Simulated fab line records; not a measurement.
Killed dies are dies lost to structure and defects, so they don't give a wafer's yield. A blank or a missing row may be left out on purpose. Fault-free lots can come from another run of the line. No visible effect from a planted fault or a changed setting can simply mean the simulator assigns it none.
One fault seen from 3 desks -- flow n5-finfet -- numbers are kept per desk, each desk with only its own; the story behind them comes last

## THE DEFECT DESK
Counts from the inspections along the route, per lot, as means over the sampled wafers that have a number. The brackets show how far a lot's mean lies from the usual mean; more than 4 standard deviations puts the lot out of limits, marked OUT.
Columns: A = raw-defect-count at N5_FIN_CUT_INSPECT_17, usual 224
lot,first seen here,A
L551,day 2 06:38,149
L555,day 3 03:55,179
L565,day 5 22:14,324
L567,day 6 06:25,185
L571,day 7 05:33,153
L573,day 7 20:14,267
This desk's verdict: no lot among the 6 shows anything out of limits.

## AT THE TOOL OWNER'S DESK: ald-sin-03
The tool's own readings at N5_STI_FIN_REVEAL_ALD_00 (deposits SiO2, target thk 1 nm, pulse time 1 s): means of the sampled wafers that have a number, for each lot that ran on this tool. The brackets show how far a lot's mean lies from the usual mean; more than 4 standard deviations puts the lot out of limits, marked OUT.
Columns: A = heater-power-w at N5_STI_FIN_REVEAL_ALD_00, usual 461 W; B = precursor-pulse-height-rel at N5_STI_FIN_REVEAL_ALD_00, usual 1.001
lot,first seen here,A,B
L551,day 2 09:02,488,0.992
L565,day 5 22:28,431,0.980
L571,day 7 05:35,456,1.019
This desk's verdict: no lot among the 3 shows anything out of limits.

## FROM THE METROLOGY DESK
What the gauges read, lot by lot, whatever tool the lot ran on: means of the sampled wafers that have a number. The brackets show how far a lot's mean lies from the usual mean; more than 4 standard deviations puts the lot out of limits, marked OUT. It has 10 readings; the 7 that lie furthest out on some lot are the ones shown.
Columns: A = DIBL_N at N5_BEOL_M4_RC_MEAS_101, usual 36.3 mV/V; B = DIBL_P at N5_BEOL_M4_RC_MEAS_101, usual 36.3 mV/V; C = ION_N at N5_BEOL_M4_RC_MEAS_101, usual 672 uA/um; D = ION_P at N5_BEOL_M4_RC_MEAS_101, usual 459 uA/um; E = SS_P at N5_BEOL_M4_RC_MEAS_101, usual 73.3 mV/dec; F = VT_N at N5_BEOL_M4_RC_MEAS_101, usual 250 mV; G = VT_P at N5_BEOL_M4_RC_MEAS_101, usual -251 mV
lot,first seen here,A,B,C,D,E,F,G
L551,day 8 00:35,36.5,34.7,668,461,72.9,252,-249
L555,day 8 23:00,35.5,37.9,671,455,73.3,252,-254
L565,day 13 00:12,37.7,36.2,679,461,73.3,249,-250
L571,day 13 08:22,35.3,35.2,684,460,72.8,247,-251
L567,day 13 15:07,35.5,35.9,666,465,72.5,251,-249
L573,day 14 01:37,37.1,37.3,686,465,74.2,248,-248
This desk's verdict: no lot among the 6 shows anything out of limits.

## PUT TOGETHER
The defect desk saw nothing out of limits.
Nothing out of limits was seen by the tool owner's desk.
From the metrology desk's view, nothing was out of limits.

## WHAT HAD BEEN PUT IN BY THE SIMULATOR
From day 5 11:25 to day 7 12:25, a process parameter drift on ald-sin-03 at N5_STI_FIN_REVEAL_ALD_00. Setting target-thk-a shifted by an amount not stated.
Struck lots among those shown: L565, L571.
